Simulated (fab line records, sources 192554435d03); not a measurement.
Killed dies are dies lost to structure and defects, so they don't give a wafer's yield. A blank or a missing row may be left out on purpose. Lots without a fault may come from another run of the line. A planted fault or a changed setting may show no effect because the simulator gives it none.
One fault seen from 3 desks | flow n5_finfet | each desk has only its own numbers; what lay behind them comes last

THE METROLOGY DESK
What the gauges read, lot by lot, whatever tool the lot ran on: means of the sampled wafers that have a number. A lot is out of limits, marked OUT, if its mean lies more than 4 standard deviations from the usual mean; the brackets give that distance.
Columns: A = cd_nm at N5_BEOL_M9_CD_MEAS_28, usual 69.85 nm; B = V8_OVL at N5_BEOL_M9_OVL_MEAS_29, usual -0.3 nm
lot  | first seen here | A     | B
L154 | day 10 11:53    | 69.72 | -1.6
L156 | day 11 02:56    | 69.75 | -0.5
L158 | day 11 14:23    | 69.78 | 0.0
L157 | day 11 23:08    | 70.08 | -0.1
L161 | day 12 03:37    | 69.73 | -0.4
L170 | day 14 15:10    | 69.90 | -0.5
This desk's finding: nothing out of limits on any of the 6 lots.

THE TOOL OWNER'S DESK: rie_diel-06
The tool's own readings at N5_BEOL_M9_ETCH_66 (etches SOC in N2/H2, target depth 80 nm, overetch 16 nm, time 120 s): means of the sampled wafers that have a number, for each lot that ran on this tool. A lot is out of limits, marked OUT, if its mean lies more than 4 standard deviations from the usual mean; the brackets give that distance.
Columns: A = bias_w at N5_BEOL_M9_ETCH_66, usual 150.0 W; B = drypump_motor_current_A at N5_BEOL_M9_ETCH_66, usual 5.8 A; C = oes_product_au at N5_BEOL_M9_ETCH_66, usual 0.60 a.u.; D = rf_vpp_V at N5_BEOL_M9_ETCH_66, usual 522.2 V; E = showerhead_plenum_p_Torr at N5_BEOL_M9_ETCH_66, usual 2.48 Torr; F = throttle_valve_pct at N5_BEOL_M9_ETCH_66, usual 17.90 %
lot  | first seen here | A               | B   | C    | D               | E    | F
L154 | day 10 12:05    | 150.0           | 5.9 | 0.59 | 522.7           | 2.50 | 17.84
L158 | day 11 15:10    | 141.5 (-24) OUT | 5.5 | 0.55 | 503.6 (-11) OUT | 2.48 | 17.97
L161 | day 12 03:50    | 141.2 (-25) OUT | 5.7 | 0.58 | 502.1 (-12) OUT | 2.46 | 17.85
This desk's finding: out of limits on L158, L161; first on L158, day 11 15:10 (bias_w at N5_BEOL_M9_ETCH_66). In limits: L154.

THE DEFECT DESK
What the inspections along the route counted, lot by lot: means of the sampled wafers that have a number. A lot is out of limits, marked OUT, if its mean lies more than 4 standard deviations from the usual mean; the brackets give that distance.
Columns: A = raw_defect_count at N5_BEOL_M9_INSPECT_30, usual 408
lot  | first seen here | A
L154 | day 10 11:58    | 344
L156 | day 11 03:01    | 416
L158 | day 11 14:28    | 469
L157 | day 11 23:14    | 418
L161 | day 12 03:43    | 363
L170 | day 14 15:15    | 407
This desk's finding: nothing out of limits on any of the 6 lots.

PUT TOGETHER
The tool owner's desk could have raised an alarm at day 11 15:10, on L158, L161.
The metrology desk saw nothing out of limits.
The defect desk saw nothing out of limits.
The metrology desk has L158, L161 on record, within its limits.
The defect desk has L158, L161 on record, within its limits.
Of the lots named, all ran N5_BEOL_M9_ETCH_66 on rie_diel-06.

WHAT THE SIMULATOR HAD PUT IN
Process parameter drift: rie_diel-06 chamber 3, from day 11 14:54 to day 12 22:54, at N5_BEOL_M9_ETCH_66. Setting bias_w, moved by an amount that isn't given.
Lots struck among those shown: L158, L161.
Hours from the fault's start to each desk's first reading out of limits: the tool owner's desk, 0.
